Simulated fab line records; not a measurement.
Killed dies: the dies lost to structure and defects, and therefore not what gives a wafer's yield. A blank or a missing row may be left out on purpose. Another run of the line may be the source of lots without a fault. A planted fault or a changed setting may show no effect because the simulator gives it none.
Split-lot experiment + flow n5 finfet + route with 1938 steps; 7 lots, 21 wafers read

## SPLIT DETAILS
At N5_FIN_CUT_CUT_ETCH_26 (etches SiNx in CH3F/O2, target depth 39 nm, time 55.7 s), the setting time s was moved away from the recipe's 55.7 s on 5 of the 21 wafers read, by -18.5% to +17.8%. All remaining wafers had this setting at the recipe value.

## FROM THE SPLIT TO THE READING: what the file shows between them, 3 steps
- N5_FIN_CUT_CUT_ETCH_27: etches SiO2 in CHF3/O2, target depth 4 nm, overetch 2 nm, time 4.9 s
- N5_FIN_CUT_PRECLEAN_35: cleans in vHF, time 13.3 s
- N5_FIN_CUT_CUT_ETCH_15: etches Si in HBr/Cl2/O2, target depth 100 nm, bt time 10 s, time 42.4 s

## THE READING
SOC_of_FIN_CUT_COAT_18.thk nm (the simulator's own value, which no gauge read), in nm, at N5_FIN_CUT_CUT_ETCH_28 (etches Si in HBr/Cl2/O2, target depth 6 nm, time 2.4 s). The file gives no usual value for it. Here, 16 wafers ran the recipe; their average is 167.9 nm with a standard deviation of 0.77 nm.

| wafer  | tool, chamber at the split | time s as run, s | against the recipe | SOC_of_FIN_CUT_COAT_18.thk nm, nm | against lot-mates on the recipe |
|--------|----------------------------|------------------|--------------------|-----------------------------------|---------------------------------|
| L076.2 | rie diel-04, 3             | 55.7             | recipe             | 166.6                             | -                               |
| L076.3 | rie diel-04, 2             | 55.7             | recipe             | 167.4                             | -                               |
| L076.5 | rie diel-04, 1             | 55.7             | recipe             | 167                               | -                               |
| L078.1 | rie diel-01, 0             | 65.64            | +17.8%             | 166.8                             | -2.3                            |
| L078.2 | rie diel-01, 1             | 55.7             | recipe             | 168.8                             | -                               |
| L078.6 | rie diel-01, 1             | 55.7             | recipe             | 169.4                             | -                               |
| L082.2 | rie diel-01, 2             | 55.7             | recipe             | 168                               | -                               |
| L082.4 | rie diel-01, 1             | 55.7             | recipe             | 168                               | -                               |
| L082.3 | rie diel-01, 0             | 55.7             | recipe             | 168.6                             | -                               |
| L083.1 | rie diel-01, 1             | 55.7             | recipe             | 167.6                             | -                               |
| L083.2 | rie diel-01, 0             | 47.75            | -14.3%             | 171.4                             | +3.2                            |
| L083.5 | rie diel-01, 2             | 55.7             | recipe             | 168.8                             | -                               |
| L085.1 | rie diel-04, 0             | 55.7             | recipe             | 168.4                             | -                               |
| L085.2 | rie diel-04, 3             | 55.7             | recipe             | 167.6                             | -                               |
| L085.5 | rie diel-04, 2             | 55.7             | recipe             | 168.2                             | -                               |
| L090.1 | rie diel-04, 0             | 55.7             | recipe             | 168.2                             | -                               |
| L090.5 | rie diel-04, 0             | 47.18            | -15.3%             | 170.8                             | +2.6                            |
| L090.6 | rie diel-04, 1             | 47.18            | -15.3%             | 171.4                             | +3.2                            |
| L093.1 | rie diel-03, 1             | 55.7             | recipe             | 167.6                             | -                               |
| L093.3 | rie diel-03, 2             | 45.39            | -18.5%             | 172.2                             | +5.1                            |
| L093.5 | rie diel-03, 3             | 55.7             | recipe             | 166.6                             | -                               |

THE FIT
A straight line over all 21 wafers: SOC_of_FIN_CUT_COAT_18.thk nm changes by -0.176 nm for each +1% of time s; r = -0.85; the points scatter about the line by 0.89 nm.
The same after taking each lot's own level away (the mean of its wafers on the recipe; 21 wafers): -0.198 nm for each +1%; r = -0.94; scatter 0.56 nm.
On that fit, the largest move of time s shifts the reading by 3.7 nm.
The lots' own levels span 167.00 to 169.10 nm, that is 2.7 times the standard deviation above.
In other words, the slope is changed by the lot-to-lot level; the two fits disagree.
Check: +3.33 nm against its lot-mates is what the line predicts for one of the wafers moved furthest among these (-18.5%) when that wafer is left out of the fit. Against them it came out at +5.1 nm.

## FURTHER SPLITS ON THESE WAFERS
Before the reading, these wafers also passed through other splits. Each is held against what the fit with the lots' levels taken away leaves over:
| other split on the same wafers          | wafers away from the commonest value | r with SOC_of_FIN_CUT_COAT_18.thk nm (lot level and that fit taken away) |
|-----------------------------------------|--------------------------------------|--------------------------------------------------------------------------|
| N5_ZERO_LAYER_EXPOSE_08 dose mj         | 6                                    | +0.05                                                                    |
| N5_ZERO_LAYER_DEVELOP_10 develop time s | 5                                    | +0.15                                                                    |
| N5_FIN_SAQP_PECVD_48 time s             | 5                                    | -0.08                                                                    |
| N5_FIN_SAQP_PECVD_06 time s             | 8                                    | +0.23                                                                    |

## THE WHOLE CHAIN: every reading that the file lists as answering this split, in the file's order
| step                   | what it does                                                            | reading                                                                        | change (the file's fit)               | r (the file's) |
|------------------------|-------------------------------------------------------------------------|--------------------------------------------------------------------------------|---------------------------------------|----------------|
| N5_FIN_CUT_CUT_ETCH_26 | etches SiNx in CH3F/O2, target depth 39 nm, time 55.7 s                 | etch.depth nm (the simulator's own value, which no gauge read)                 | +0.387 nm for each +1% of the setting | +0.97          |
| N5_FIN_CUT_CUT_ETCH_26 | etches SiNx in CH3F/O2, target depth 39 nm, time 55.7 s                 | SOC_of_FIN_CUT_COAT_18.thk nm (the simulator's own value, which no gauge read) | -0.163 nm for each +1% of the setting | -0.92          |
| N5_FIN_CUT_CUT_ETCH_15 | etches Si in HBr/Cl2/O2, target depth 100 nm, bt time 10 s, time 42.4 s | SOC_of_FIN_CUT_COAT_18.thk nm (the simulator's own value, which no gauge read) | -0.207 nm for each +1% of the setting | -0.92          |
| N5_FIN_CUT_CUT_ETCH_28 | etches Si in HBr/Cl2/O2, target depth 6 nm, time 2.4 s                  | SOC_of_FIN_CUT_COAT_18.thk nm (the simulator's own value, which no gauge read) | -0.205 nm for each +1% of the setting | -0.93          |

## FILE'S OWN FIT
SOC_of_FIN_CUT_COAT_18.thk nm changes by -0.205 nm for each +1% of time s, r = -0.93.
